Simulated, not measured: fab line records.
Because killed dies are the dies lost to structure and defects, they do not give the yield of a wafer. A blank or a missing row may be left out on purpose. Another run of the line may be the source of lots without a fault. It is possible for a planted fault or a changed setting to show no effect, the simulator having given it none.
fab line records | flow n5-finfet
record lots=7 | wafers=21
route steps=1938 shown BEOL_M13@1673 BEOL_M14@1719 BEOL_M15@1779 PASSIVATION@1901
start-h: hours from the record's opening day to when the first of the lot's shown wafers began | wait-h: time in hours since the lot's previous step | " identical to the entry in the row above | L1.1+2: one row covering several wafers at once | - either no value or no given start | * or withheld: withheld | < > ~ a bound
route shown NAME@n: a module of which the file shows steps, and the number in the route of the first | usual: the fault-free wafers' mean and standard deviation | same: alike in all rows | chamber/n: place in a boat | sites: each site's reading | _std_site: standard deviation of those values | _edge_site: outer sites' mean less inner sites' | radius-mm: for every site, how far away it sits from the centre of the wafer | mask NAME#n: copy n | behind: the tool/chamber that last shaped the wafer | hold: what put the lot on hold/how long, in hours/how the hold closed | device: the n, p or np transistor that did not switch | end of line: tests of these same wafers at the route's end | where a step has no rows: the recipe by itself | killed: count of dies lost to structure and defects at first sort (not the wafer's yield) | map: the dies of a wafer, with x for killed, . for not killed, _ for no die there
set.NAME: the run value of the setting; set.NAME@STEP: its run value at that earlier step | model.NAME: the simulator's own value behind a step, which no gauge read
lots with deliberately changed settings; one table per step, one row per wafer
## steps
# step N5_BEOL_M13_ETCH_59
# recipe chemistry=N2/H2 | target=BARC | target-depth-a=890 | overetch-a=267 | time-s=67.9 | ion-energy-ev=200 | pressure-mtorr=30 | source-w=840 | bias-w=150 | n2-flow-sccm=200 | h2-flow-sccm=200
lot.wafer | tool        | chamber | start-h | wait-h | set.time-s | set.spin-rpm@BEOL_M13_COAT_58 | model.coat_of_BEOL_M13_COAT_04.thk-nm | model.etch.depth-nm
L078.2    | rie-diel-06 | 2       | 263.24  | 0.0    | 67.9       | 1500                          | 318.6                                 | 88.97
L078.4    | "           | 1       | "       | "      | 67.9       | 1500                          | 319.6                                 | 88.99
L078.5    | "           | 2       | "       | "      | 56.93      | 1500                          | 329.2                                 | 88.97
L080.1    | rie-diel-06 | 2       | 277.72  | 0.0    | 55.98      | 1402                          | 329.2                                 | 92.17
L080.4    | "           | 0       | "       | "      | 55.98      | 1402                          | 332.4                                 | 91.99
L080.6    | "           | 2       | "       | "      | 67.9       | 1500                          | 318.4                                 | 89.13
L083.2    | rie-diel-06 | 0       | 303.09  | 0.0    | 67.9       | 1651                          | 319                                   | 85.31
L083.3    | "           | 1       | "       | "      | 67.9       | 1500                          | 319.2                                 | 89.53
L083.6    | "           | 0       | "       | "      | 67.9       | 1651                          | 319.2                                 | 85.22
L084.1    | rie-diel-01 | 0       | 304.44  | 0.0    | 55.61      | 1348                          | 327.6                                 | 94.15
L084.3    | "           | 3       | "       | "      | 67.9       | 1348                          | 321                                   | 93.93
L084.4    | "           | 1       | "       | "      | 67.9       | 1500                          | 318.4                                 | 89.19
L087.3    | rie-diel-06 | 2       | 322.32  | 0.0    | 79.19      | 1500                          | 307.4                                 | 89.12
L087.4    | "           | 2       | "       | "      | 79.19      | 1500                          | 307.6                                 | 88.7
L087.6    | "           | 0       | "       | "      | 79.19      | 1500                          | 310.4                                 | 89.05
L095.1    | rie-diel-03 | 0       | 380.39  | 0.0    | 67.9       | 1500                          | 318.8                                 | 88.7
L095.3    | "           | 3       | "       | "      | 67.9       | 1500                          | 317.8                                 | 89.29
L095.6    | "           | 2       | "       | "      | 67.9       | 1500                          | 317.4                                 | 88.94
L097.4    | rie-diel-03 | 1       | 388.87  | 0.0    | 67.9       | 1500                          | 321                                   | 89.33
L097.5    | "           | 2       | "       | "      | 67.9       | 1500                          | 318.8                                 | 89.3
L097.6    | "           | 1       | "       | "      | 67.9       | 1500                          | 320.6                                 | 89.48
# step N5_BEOL_M13_VIA_ETCH_16
# recipe chemistry=C4F8/O2/Ar | target=SiOC | pressure-mtorr=30 | source-w=3000 | bias-w=700 | Ar_flow_sccm=400 | C4F8_flow_sccm=15 | O2_flow_sccm=8 | he-inner-torr=15 | he-outer-torr=30 | target-depth-a=9217 | time-s=withheld | ion-energy-ev=250 | ends=cleared
# step N5_BEOL_M13_STRIP_63
# recipe chemistry=N2/H2 | power-w=1000 | temp-c=250 | h2-frac=0.65 | overash-fraction=0.3 | pressure-mtorr=1000 | n2-flow-sccm=1750 | h2-flow-sccm=3250
# step N5_BEOL_M13_STRIP_64
# recipe chemistry=N2/H2 | power-w=1000 | temp-c=250 | h2-frac=0.65 | overash-fraction=0.3 | pressure-mtorr=withheld | n2-flow-sccm=1750 | h2-flow-sccm=3250
# usual strip-time-to-endpoint-s=31.32/0.076
lot.wafer | tool            | chamber | start-h | wait-h | set.spin-rpm@BEOL_M13_COAT_58 | strip-time-to-endpoint-s
L078.2    | plasma-asher-02 | 1       | 263.59  | 0.0    | 1500                          | 31.31
L078.4    | "               | 0       | "       | "      | 1500                          | 31.31
L078.5    | "               | 1       | "       | "      | 1500                          | 31.32
L080.1    | plasma-asher-02 | 0       | 278.20  | 0.0    | 1402                          | 32.23
L080.4    | "               | 0       | "       | "      | 1402                          | 32.17
L080.6    | "               | 1       | "       | "      | 1500                          | 31.34
L083.2    | plasma-asher-01 | 1       | 303.43  | 0.0    | 1651                          | 30.26
L083.3    | "               | 0       | "       | "      | 1500                          | 31.46
L083.6    | "               | 0       | "       | "      | 1651                          | 30.22
L084.1    | plasma-asher-01 | 0       | 304.78  | 0.0    | 1348                          | 32.78
L084.3    | "               | 0       | "       | "      | 1348                          | 32.71
L084.4    | "               | 1       | "       | "      | 1500                          | 31.36
L087.3    | plasma-asher-02 | 0       | 322.69  | 0.0    | 1500                          | 31.34
L087.4    | "               | 1       | "       | "      | 1500                          | 31.23
L087.6    | "               | 0       | "       | "      | 1500                          | 31.33
L095.1    | plasma-asher-02 | 1       | 380.74  | 0.0    | 1500                          | 31.21
L095.3    | "               | 1       | "       | "      | 1500                          | 31.41
L095.6    | "               | 0       | "       | "      | 1500                          | 31.29
L097.4    | plasma-asher-01 | 0       | 389.24  | 0.0    | 1500                          | 31.40
L097.5    | "               | 0       | "       | "      | 1500                          | 31.39
L097.6    | "               | 1       | "       | "      | 1500                          | 31.45
# step N5_BEOL_M14_COAT_04
# recipe spin-rpm=1704 | resist-thk-nm=800
lot.wafer | tool           | chamber | start-h | wait-h | set.spin-rpm | model.coat_of_BEOL_M14_COAT_04.thk-nm
L078.2    | litho-track-03 | 0       | -       | -      | 1888         | 763.8
L078.4    | "              | 0       | "       | "      | 1704         | 802.8
L078.5    | "              | 0       | "       | "      | 1704         | 806.4
L080.1    | litho-track-01 | 0       | -       | -      | 1704         | 797.6
L080.4    | "              | 0       | "       | "      | 1704         | 800.2
L080.6    | "              | 0       | "       | "      | 1537         | 843.6
L083.2    | litho-track-02 | 0       | -       | -      | 1839         | 769.8
L083.3    | "              | 0       | "       | "      | 1704         | 801.2
L083.6    | "              | 0       | "       | "      | 1839         | 771.4
L084.1    | litho-track-02 | 0       | -       | -      | 1778         | 784.4
L084.3    | "              | 0       | "       | "      | 1704         | 802.8
L084.4    | "              | 0       | "       | "      | 1704         | 802.4
L087.3    | litho-track-02 | 0       | -       | -      | 1704         | 799
L087.4    | "              | 0       | "       | "      | 1704         | 797.4
L087.6    | "              | 0       | "       | "      | 1704         | 797
L095.1    | litho-track-03 | 0       | -       | -      | 1789         | 784.8
L095.3    | "              | 0       | "       | "      | 1789         | 783.2
L095.6    | "              | 0       | "       | "      | 1704         | 802.4
L097.4    | litho-track-03 | 0       | -       | -      | 1704         | 804.4
L097.5+6  | "              | 0       | "       | "      | 1704         | 801.6
# step N5_BEOL_M14_DESCUM_15
# recipe chemistry=O2 | time-s=7.9 | source-power-w=50 | bias-power-w=20 | pressure-mtorr=20 | rf-frequency-hz=2.712e+07 | temp-c=40 | o2-flow-sccm=225
lot.wafer  | tool        | chamber | start-h | wait-h | set.time-s
L078.2+5   | rie-diel-04 | 0,3     | 269.96  | 0.0    | 7.9
L078.4     | "           | 2       | "       | "      | 6.67
L080.1     | rie-diel-05 | 1       | 282.86  | 0.0    | 7.9
L080.4+6   | "           | 0,3     | "       | "      | 6.985
L083.2     | rie-diel-05 | 2       | 308.67  | 0.3    | 6.961
L083.3+6   | "           | 0,3     | "       | "      | 7.9
L084.1+3   | rie-diel-05 | 1,2     | 309.02  | 0.3    | 9.134
L084.4     | "           | 0       | "       | "      | 7.9
L087.3     | rie-diel-02 | 0       | 328.51  | 0.0    | 6.65
L087.4+6   | "           | 1,0     | "       | "      | 7.9
L095.1+3   | rie-diel-05 | 3,0     | 390.72  | 0.0    | 7.9
L095.6     | "           | 0       | "       | "      | 9.665
L097.4+5+6 | rie-diel-02 | 0,3,2   | 396.53  | 0.0    | 7.9
# step N5_BEOL_M14_ETCH_59
# recipe chemistry=N2/H2 | target=BARC | target-depth-a=890 | overetch-a=267 | time-s=67.9 | ion-energy-ev=200 | pressure-mtorr=30 | source-w=840 | bias-w=150 | n2-flow-sccm=200 | h2-flow-sccm=200
# step N5_BEOL_M14_VIA_ETCH_16
# recipe chemistry=C4F8/O2/Ar | target=SiO2 | he-inner-torr=15 | he-outer-torr=30 | target-depth-a=12313 | time-s=withheld | ion-energy-ev=800 | pressure-mtorr=20 | source-w=1905 | bias-w=2040 | Ar_flow_sccm=400 | C4F8_flow_sccm=16 | O2_flow_sccm=12 | ends=cleared
lot.wafer | tool        | chamber | start-h | wait-h | set.spin-rpm@BEOL_M14_COAT_04 | model.coat_of_BEOL_M14_COAT_04.thk-nm
L078.2    | rie-diel-04 | 0       | 270.05  | 0.0    | 1888                          | 421
L078.4    | "           | 2       | "       | "      | 1704                          | 453.6
L078.5    | "           | 3       | "       | "      | 1704                          | 458.8
L080.1    | rie-diel-05 | 1       | 282.95  | 0.0    | 1704                          | 455.6
L080.4    | "           | 0       | "       | "      | 1704                          | 451
L080.6    | "           | 3       | "       | "      | 1537                          | 497.2
L083.2    | rie-diel-05 | 2       | 308.75  | 0.0    | 1839                          | 425.2
L083.3    | "           | 0       | "       | "      | 1704                          | 457
L083.6    | "           | 3       | "       | "      | 1839                          | 432.6
L084.1    | rie-diel-05 | 1       | 309.10  | 0.0    | 1778                          | 441.2
L084.3    | "           | 2       | "       | "      | 1704                          | 461.2
L084.4    | "           | 0       | "       | "      | 1704                          | 453.6
L087.3    | rie-diel-02 | 0       | 328.60  | 0.0    | 1704                          | 457.8
L087.4    | "           | 1       | "       | "      | 1704                          | 449.8
L087.6    | "           | 0       | "       | "      | 1704                          | 452.6
L095.1    | rie-diel-05 | 3       | 390.80  | 0.0    | 1789                          | 447.2
L095.3    | "           | 0       | "       | "      | 1789                          | 436.4
L095.6    | "           | 0       | "       | "      | 1704                          | 454.8
L097.4    | rie-diel-02 | 0       | 396.62  | 0.0    | 1704                          | 457.4
L097.5    | "           | 3       | "       | "      | 1704                          | 459.8
L097.6    | "           | 2       | "       | "      | 1704                          | 456.4
# step N5_BEOL_M15_EXPOSE_07
# recipe mask-id=V14 | na=0.8 | source-shape=annular | sigma-inner=0.5 | sigma-outer=0.8 | polarization=unpolarized | attpsm-phase-deg=180 | dose-mj=41.25
lot.wafer  | tool           | chamber | start-h | wait-h | mask  | set.dose-mj
L078.2+4   | krf-scanner-02 | 0       | 275.08  | -      | V14#0 | 38.18
L078.5     | "              | 0       | "       | "      | V14#0 | 41.25
L080.1+4+6 | krf-scanner-01 | 0       | 293.19  | -      | V14#0 | 41.25
L083.2+3+6 | krf-scanner-02 | 0       | 315.96  | -      | V14#0 | 41.25
L084.1+3+4 | krf-scanner-01 | 0       | 316.12  | -      | V14#0 | 38.9
L087.3+6   | krf-scanner-01 | 0       | 333.19  | -      | V14#0 | 44.16
L087.4     | "              | 0       | "       | "      | V14#0 | 41.25
L095.1+6   | krf-scanner-02 | 0       | 395.38  | -      | V14#0 | 38.16
L095.3     | "              | 0       | "       | "      | V14#0 | 41.25
L097.4+5+6 | krf-scanner-02 | 0       | 403.64  | -      | V14#0 | 41.25
# step N5_BEOL_M15_PEB_08
# recipe peb-temp-c=130 | peb-time-s=90
# step N5_BEOL_M15_DEVELOP_09
# recipe develop-time-s=45 | rinse-liquid=diw | dry=air-spin | dev-temp-c=21
# step N5_BEOL_M15_HARDBAKE_14
# recipe temp-c=130 | time-s=120
# step N5_BEOL_M15_CD_MEAS_10
# recipe target-cd-nm=360 | landing-energy-ev=500 | detector=se-inlens | polarity=opening
# usual cd-nm=359.8/1.5
lot.wafer | tool      | chamber | start-h | wait-h | set.dose-mj@BEOL_M15_EXPOSE_07 | cd-nm
L078.2    | cd-sem-02 | 0       | 275.25  | -      | 38.18                          | 347.0
L078.4    | "         | 0       | "       | "      | 38.18                          | 347.8
L078.5    | "         | 0       | "       | "      | 41.25                          | 361.2
L080.1    | cd-sem-03 | 0       | 293.36  | -      | 41.25                          | 361.4
L080.4    | "         | 0       | "       | "      | 41.25                          | 362.1
L080.6    | "         | 0       | "       | "      | 41.25                          | 359.4
L083.2    | cd-sem-02 | 0       | 316.13  | -      | 41.25                          | 362.2
L083.3    | "         | 0       | "       | "      | 41.25                          | 361.7
L083.6    | "         | 0       | "       | "      | 41.25                          | 360.0
L084.1    | cd-sem-03 | 0       | 316.29  | -      | 38.9                           | 348.6
L084.3    | "         | 0       | "       | "      | 38.9                           | 349.0
L084.4    | "         | 0       | "       | "      | 38.9                           | 348.3
L087.3    | cd-sem-01 | 0       | 333.36  | -      | 44.16                          | 371.1
L087.4    | "         | 0       | "       | "      | 41.25                          | 361.3
L087.6    | "         | 0       | "       | "      | 44.16                          | 371.7
L095.1    | cd-sem-03 | 0       | 395.55  | -      | 38.16                          | 350.6
L095.3    | "         | 0       | "       | "      | 41.25                          | 361.5
L095.6    | "         | 0       | "       | "      | 38.16                          | 349.6
L097.4    | cd-sem-03 | 0       | 403.80  | -      | 41.25                          | 362.6
L097.5    | "         | 0       | "       | "      | 41.25                          | 361.8
L097.6    | "         | 0       | "       | "      | 41.25                          | 359.1
# step N5_BEOL_M15_STRIP_64
# recipe chemistry=O2 | power-w=600 | temp-c=60 | pressure-mtorr=30 | rf-frequency-hz=6e+07 | bias-power-w=0 | overash-fraction=0.3 | o2-flow-sccm=225
lot.wafer  | tool        | chamber | start-h | wait-h | set.pressure-mtorr
L078.2+4+5 | rie-diel-03 | 2,3,2   | -       | -      | 30
L080.1+4+6 | rie-diel-03 | 2,1,2   | -       | -      | 23.79
L083.2+3+6 | rie-diel-06 | 2,0,3   | -       | -      | 35.46
L084.1+3+4 | rie-diel-01 | 0,2,0   | -       | -      | 25.48
L087.3+4+6 | rie-diel-01 | 0,1,2   | -       | -      | 27.97
L095.1+3+6 | rie-diel-03 | 2,3,3   | -       | -      | 35.63
L097.4+5+6 | rie-diel-06 | 3,0,3   | -       | -      | 30
# step N5_BEOL_M15_STRIP_65
# recipe chemistry=post-etch-residue-remover | time-s=60 | temp-c=25 | remover-ph=withheld | remover-water-wt-pct=withheld | remover-fluoride-wt-pct=withheld
# step N5_BEOL_M15_SRD_66
# recipe time-s=30 | temp-c=23 | rinse-liquid=diw | dry=n2-spin | spin-rpm=1500 | dry-time-s=30
# step N5_BEOL_M15_CD_MEAS_17
# recipe target-cd-nm=360 | polarity=opening
# usual cd-nm=361.1/1.9
lot.wafer | tool      | chamber | start-h | wait-h | set.dose-mj@BEOL_M15_EXPOSE_07 | cd-nm
L078.2    | cd-sem-01 | -       | 275.83  | 0.0    | 38.18                          | 348.9
L078.4    | "         | -       | "       | "      | 38.18                          | 348.4
L078.5    | "         | -       | "       | "      | 41.25                          | 364.6
L080.1    | cd-sem-01 | -       | 293.95  | 0.0    | 41.25                          | 364.6
L080.4    | "         | -       | "       | "      | 41.25                          | 363.0
L080.6    | "         | -       | "       | "      | 41.25                          | 361.9
L083.2    | cd-sem-01 | -       | 316.73  | 0.0    | 41.25                          | 363.8
L083.3    | "         | -       | "       | "      | 41.25                          | 362.7
L083.6    | "         | -       | "       | "      | 41.25                          | 362.4
L084.1    | cd-sem-01 | -       | 316.87  | 0.0    | 38.9                           | 348.4
L084.3    | "         | -       | "       | "      | 38.9                           | 352.9
L084.4    | "         | -       | "       | "      | 38.9                           | 348.4
L087.3    | cd-sem-03 | -       | 333.94  | 0.0    | 44.16                          | 371.7
L087.4    | "         | -       | "       | "      | 41.25                          | 364.1
L087.6    | "         | -       | "       | "      | 44.16                          | 374.2
L095.1    | cd-sem-01 | -       | 396.13  | 0.0    | 38.16                          | 352.2
L095.3    | "         | -       | "       | "      | 41.25                          | 360.1
L095.6    | "         | -       | "       | "      | 38.16                          | 349.7
L097.4    | cd-sem-03 | -       | 404.38  | 0.0    | 41.25                          | 366.7
L097.5    | "         | -       | "       | "      | 41.25                          | 363.1
L097.6    | "         | -       | "       | "      | 41.25                          | 362.5
# step N5_BEOL_M15_EXPOSE_25
# recipe mask-id=M15 | na=0.8 | source-shape=annular | sigma-inner=0.5 | sigma-outer=0.8 | polarization=unpolarized | target-cd-nm=400 | dose-mj=35.5
lot.wafer  | tool           | chamber | start-h | wait-h | mask  | set.dose-mj
L078.2+4+5 | krf-scanner-01 | 0       | 276.77  | -      | M15#0 | 35.5
L080.1     | krf-scanner-02 | 0       | 294.78  | -      | M15#0 | 35.5
L080.4+6   | "              | 0       | "       | "      | M15#0 | 34.39
L083.2+3   | krf-scanner-01 | 0       | 317.51  | -      | M15#0 | 34.31
L083.6     | "              | 0       | "       | "      | M15#0 | 35.5
L084.1+4   | krf-scanner-02 | 0       | 317.70  | -      | M15#0 | 35.5
L084.3     | "              | 0       | "       | "      | M15#0 | 33.73
L087.3+4+6 | krf-scanner-02 | 0       | 334.65  | -      | M15#0 | 35.5
L095.1     | krf-scanner-01 | 0       | 397.04  | -      | M15#0 | 35.5
L095.3+6   | "              | 0       | "       | "      | M15#0 | 34.35
L097.4+5+6 | krf-scanner-01 | 0       | 405.10  | -      | M15#0 | 35.5
# step N5_BEOL_M15_PEB_26
# recipe peb-temp-c=130 | peb-time-s=90
# step N5_BEOL_M15_DEVELOP_27
# recipe develop-time-s=45 | rinse-liquid=diw | dry=air-spin | dev-temp-c=21
# step N5_BEOL_M15_HARDBAKE_32
# recipe temp-c=130 | time-s=120
# step N5_BEOL_M15_CD_MEAS_28
# recipe target-cd-nm=407.6 | landing-energy-ev=500 | detector=se-inlens
# usual cd-nm=408.6/1.6
lot.wafer | tool      | chamber | start-h | wait-h | set.dose-mj@BEOL_M15_EXPOSE_25 | cd-nm
L078.2    | cd-sem-03 | 0       | 276.94  | -      | 35.5                           | 406.6
L078.4    | "         | 0       | "       | "      | 35.5                           | 406.5
L078.5    | "         | 0       | "       | "      | 35.5                           | 408.4
L080.1    | cd-sem-02 | 0       | 294.95  | -      | 35.5                           | 408.3
L080.4    | "         | 0       | "       | "      | 34.39                          | 403.9
L080.6    | "         | 0       | "       | "      | 34.39                          | 403.3
L083.2    | cd-sem-03 | 0       | 317.67  | -      | 34.31                          | 401.8
L083.3    | "         | 0       | "       | "      | 34.31                          | 401.5
L083.6    | "         | 0       | "       | "      | 35.5                           | 407.6
L084.1    | cd-sem-03 | 0       | 317.87  | -      | 35.5                           | 408.1
L084.3    | "         | 0       | "       | "      | 33.73                          | 398.8
L084.4    | "         | 0       | "       | "      | 35.5                           | 407.4
L087.3    | cd-sem-02 | 0       | 334.82  | -      | 35.5                           | 407.7
L087.4    | "         | 0       | "       | "      | 35.5                           | 409.1
L087.6    | "         | 0       | "       | "      | 35.5                           | 408.6
L095.1    | cd-sem-03 | 0       | 397.21  | -      | 35.5                           | 408.2
L095.3    | "         | 0       | "       | "      | 34.35                          | 405.4
L095.6    | "         | 0       | "       | "      | 34.35                          | 403.0
L097.4    | cd-sem-03 | 0       | 405.26  | -      | 35.5                           | 407.7
L097.5    | "         | 0       | "       | "      | 35.5                           | 409.4
L097.6    | "         | 0       | "       | "      | 35.5                           | 407.5
# step N5_BEOL_M15_DESCUM_33
# recipe chemistry=O2 | time-s=7.9 | source-power-w=50 | bias-power-w=20 | pressure-mtorr=20 | rf-frequency-hz=2.712e+07 | temp-c=40 | o2-flow-sccm=225
lot.wafer | tool        | chamber | start-h | wait-h | set.dose-mj@BEOL_M15_EXPOSE_25 | model.BEOL_M15.cd-nm
L078.2    | rie-diel-03 | 0       | 277.02  | 0.0    | 35.5                           | 407
L078.4    | "           | 3       | "       | "      | 35.5                           | 406.8
L078.5    | "           | 3       | "       | "      | 35.5                           | 408.6
L080.1    | rie-diel-03 | 2       | 295.04  | 0.0    | 35.5                           | 408
L080.4    | "           | 0       | "       | "      | 34.39                          | 404
L080.6    | "           | 1       | "       | "      | 34.39                          | 403.6
L083.2+3  | rie-diel-03 | 1,0     | 317.76  | 0.0    | 34.31                          | 401.6
L083.6    | "           | 2       | "       | "      | 35.5                           | 407
L084.1    | rie-diel-03 | 0       | 318.01  | 0.1    | 35.5                           | 408.6
L084.3    | "           | 2       | "       | "      | 33.73                          | 399.2
L084.4    | "           | 1       | "       | "      | 35.5                           | 407.4
L087.3    | rie-diel-01 | 2       | 334.90  | 0.0    | 35.5                           | 407.6
L087.4    | "           | 1       | "       | "      | 35.5                           | 409.4
L087.6    | "           | 1       | "       | "      | 35.5                           | 408.8
L095.1    | rie-diel-03 | 1       | 397.31  | 0.0    | 35.5                           | 408.2
L095.3    | "           | 2       | "       | "      | 34.35                          | 405.6
L095.6    | "           | 1       | "       | "      | 34.35                          | 402.6
L097.4    | rie-diel-06 | 0       | 405.34  | 0.0    | 35.5                           | 408
L097.5    | "           | 1       | "       | "      | 35.5                           | 409.2
L097.6    | "           | 2       | "       | "      | 35.5                           | 407.6
# step N5_BEOL_M15_ETCH_61
# recipe chemistry=N2/H2 | target=BARC | target-depth-a=890 | overetch-a=267 | time-s=67.9 | ion-energy-ev=200 | pressure-mtorr=30 | source-w=840 | bias-w=150 | n2-flow-sccm=200 | h2-flow-sccm=200
lot.wafer | tool        | chamber | start-h | wait-h | set.dose-mj@BEOL_M15_EXPOSE_25 | model.BEOL_M15.cd-nm
L078.2    | rie-diel-03 | 0       | 277.06  | 0.0    | 35.5                           | 399.2
L078.4    | "           | 3       | "       | "      | 35.5                           | 398
L078.5    | "           | 3       | "       | "      | 35.5                           | 399.6
L080.1    | rie-diel-03 | 2       | 295.07  | 0.0    | 35.5                           | 398.8
L080.4    | "           | 0       | "       | "      | 34.39                          | 395.8
L080.6    | "           | 1       | "       | "      | 34.39                          | 395.6
L083.2    | rie-diel-03 | 1       | 317.80  | 0.0    | 34.31                          | 394.4
L083.3    | "           | 0       | "       | "      | 34.31                          | 394
L083.6    | "           | 2       | "       | "      | 35.5                           | 399.6
L084.1    | rie-diel-03 | 0       | 318.04  | 0.0    | 35.5                           | 401.4
L084.3    | "           | 2       | "       | "      | 33.73                          | 391.4
L084.4    | "           | 1       | "       | "      | 35.5                           | 399.6
L087.3+4  | rie-diel-01 | 2,1     | 334.94  | 0.0    | 35.5                           | 400.4
L087.6    | "           | 1       | "       | "      | 35.5                           | 399.6
L095.1    | rie-diel-03 | 1       | 397.34  | 0.0    | 35.5                           | 400
L095.3    | "           | 2       | "       | "      | 34.35                          | 398.2
L095.6    | "           | 1       | "       | "      | 34.35                          | 394.2
L097.4    | rie-diel-06 | 0       | 405.38  | 0.0    | 35.5                           | 401.4
L097.5    | "           | 1       | "       | "      | 35.5                           | 401.6
L097.6    | "           | 2       | "       | "      | 35.5                           | 400.2
# step N5_PASSIVATION_EXPOSE_27
# recipe mask-id=PAD | na=0.55 | source-shape=conventional | sigma-outer=0.8 | polarization=unpolarized | defocus-nm=0 | dose-mj=32.3
lot.wafer  | tool           | chamber | start-h | wait-h | mask  | set.dose-mj
L078.2     | krf-scanner-02 | 0       | 299.86  | -      | PAD#0 | 34.71
L078.4+5   | "              | 0       | "       | "      | PAD#0 | 32.3
L080.1+4   | krf-scanner-02 | 0       | 309.33  | -      | PAD#0 | 33.83
L080.6     | "              | 0       | "       | "      | PAD#0 | 32.3
L083.2+3+6 | krf-scanner-02 | 0       | 330.24  | -      | PAD#0 | 32.3
L084.1     | krf-scanner-02 | 0       | 331.41  | -      | PAD#0 | 30.34
L084.3+4   | "              | 0       | "       | "      | PAD#0 | 32.3
L087.3+4+6 | krf-scanner-01 | 0       | 349.89  | -      | PAD#0 | 32.3
L095.1     | krf-scanner-02 | 0       | 417.57  | -      | PAD#0 | 32.3
L095.3+6   | "              | 0       | "       | "      | PAD#0 | 31.48
L097.4+5+6 | krf-scanner-01 | 0       | 424.15  | -      | PAD#0 | 32.3
# step N5_PASSIVATION_DEVELOP_29
# recipe develop-time-s=60 | rinse-liquid=diw | dry=air-spin | dev-temp-c=21
lot.wafer  | tool           | chamber | start-h | wait-h | set.develop-time-s
L078.2     | litho-track-01 | 0       | -       | -      | 55.03
L078.4+5   | "              | 0       | "       | "      | 60
L080.1+4+6 | litho-track-02 | 0       | -       | -      | 60
L083.2+6   | litho-track-03 | 0       | -       | -      | 55.7
L083.3     | "              | 0       | "       | "      | 60
L084.1+3   | litho-track-03 | 0       | -       | -      | 52.66
L084.4     | "              | 0       | "       | "      | 60
L087.3+4+6 | litho-track-01 | 0       | -       | -      | 60
L095.1+3+6 | litho-track-01 | 0       | -       | -      | 60
L097.4+5+6 | litho-track-02 | 0       | -       | -      | 60
# step N5_PASSIVATION_HARDBAKE_31
# recipe temp-c=130 | time-s=120
# step N5_PASSIVATION_CD_MEAS_30
# recipe target-cd-nm=4000 | landing-energy-ev=500 | detector=se-inlens | polarity=opening
# usual cd-nm=4000.1/1.8
lot.wafer | tool      | chamber | start-h | wait-h | set.dose-mj@PASSIVATION_EXPOSE_27 | cd-nm
L078.2    | cd-sem-02 | 0       | 300.03  | -      | 34.71                             | 4009.9
L078.4    | "         | 0       | "       | "      | 32.3                              | 3998.4
L078.5    | "         | 0       | "       | "      | 32.3                              | 3997.5
L080.1    | cd-sem-02 | 0       | 309.50  | -      | 33.83                             | 4008.9
L080.4    | "         | 0       | "       | "      | 33.83                             | 4010.8
L080.6    | "         | 0       | "       | "      | 32.3                              | 4000.9
L083.2    | cd-sem-02 | 0       | 330.41  | -      | 32.3                              | 3996.5
L083.3    | "         | 0       | "       | "      | 32.3                              | 3999.9
L083.6    | "         | 0       | "       | "      | 32.3                              | 3998.7
L084.1    | cd-sem-03 | 0       | 331.59  | -      | 30.34                             | 3986.4
L084.3    | "         | 0       | "       | "      | 32.3                              | 3996.1
L084.4    | "         | 0       | "       | "      | 32.3                              | 4000.6
L087.3    | cd-sem-02 | 0       | 350.06  | -      | 32.3                              | 3999.5
L087.4    | "         | 0       | "       | "      | 32.3                              | 3999.9
L087.6    | "         | 0       | "       | "      | 32.3                              | 3998.7
L095.1    | cd-sem-03 | 0       | 417.75  | -      | 32.3                              | 3999.0
L095.3    | "         | 0       | "       | "      | 31.48                             | 3995.2
L095.6    | "         | 0       | "       | "      | 31.48                             | 3993.3
L097.4    | cd-sem-01 | 0       | 424.31  | -      | 32.3                              | 4000.6
L097.5    | "         | 0       | "       | "      | 32.3                              | 4000.6
L097.6    | "         | 0       | "       | "      | 32.3                              | 3999.7
## key
split step=N5_BEOL_M13_ETCH_59 | setting=time-s | stated=67.9 | by=wafer
response step=N5_BEOL_M13_ETCH_59 | reading=model.coat_of_BEOL_M13_COAT_04.thk-nm | change=-0.584 | per=1% | r=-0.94
split step=N5_BEOL_M14_COAT_04 | setting=spin-rpm | stated=1704 | by=wafer
response step=N5_BEOL_M14_COAT_04 | reading=model.coat_of_BEOL_M14_COAT_04.thk-nm | change=-4.05 | per=1% | r=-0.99
response step=N5_BEOL_M14_VIA_ETCH_16 | reading=model.coat_of_BEOL_M14_COAT_04.thk-nm | change=-3.66 | per=1% | r=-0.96
split step=N5_BEOL_M14_DESCUM_15 | setting=time-s | stated=7.9 | by=wafer
response none clear
split step=N5_BEOL_M15_EXPOSE_07 | setting=dose-mj | stated=41.25 | by=wafer
response step=N5_BEOL_M15_CD_MEAS_10 | reading=cd-nm | change=+1.61 | per=1% | r=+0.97
response step=N5_BEOL_M15_CD_MEAS_17 | reading=cd-nm | change=+1.54 | per=1% | r=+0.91
split step=N5_BEOL_M15_STRIP_64 | setting=pressure-mtorr | stated=30 | by=lot
response none clear
split step=N5_BEOL_M15_EXPOSE_25 | setting=dose-mj | stated=35.5 | by=wafer
response step=N5_BEOL_M15_CD_MEAS_28 | reading=cd-nm | change=+1.63 | per=1% | r=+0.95
response step=N5_BEOL_M15_DESCUM_33 | reading=model.BEOL_M15.cd-nm | change=+1.57 | per=1% | r=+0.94
response step=N5_BEOL_M15_ETCH_61 | reading=model.BEOL_M15.cd-nm | change=+1.52 | per=1% | r=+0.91
split step=N5_PASSIVATION_EXPOSE_27 | setting=dose-mj | stated=32.3 | by=wafer
response step=N5_PASSIVATION_CD_MEAS_30 | reading=cd-nm | change=+1.79 | per=1% | r=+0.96
split step=N5_PASSIVATION_DEVELOP_29 | setting=develop-time-s | stated=60 | by=wafer
response none clear
split outside-this-file step=N5_BEOL_M13_COAT_58 setting=spin-rpm
# split outside-this-file: this setting was split too, and the file shows its column; the key of that split is in another file
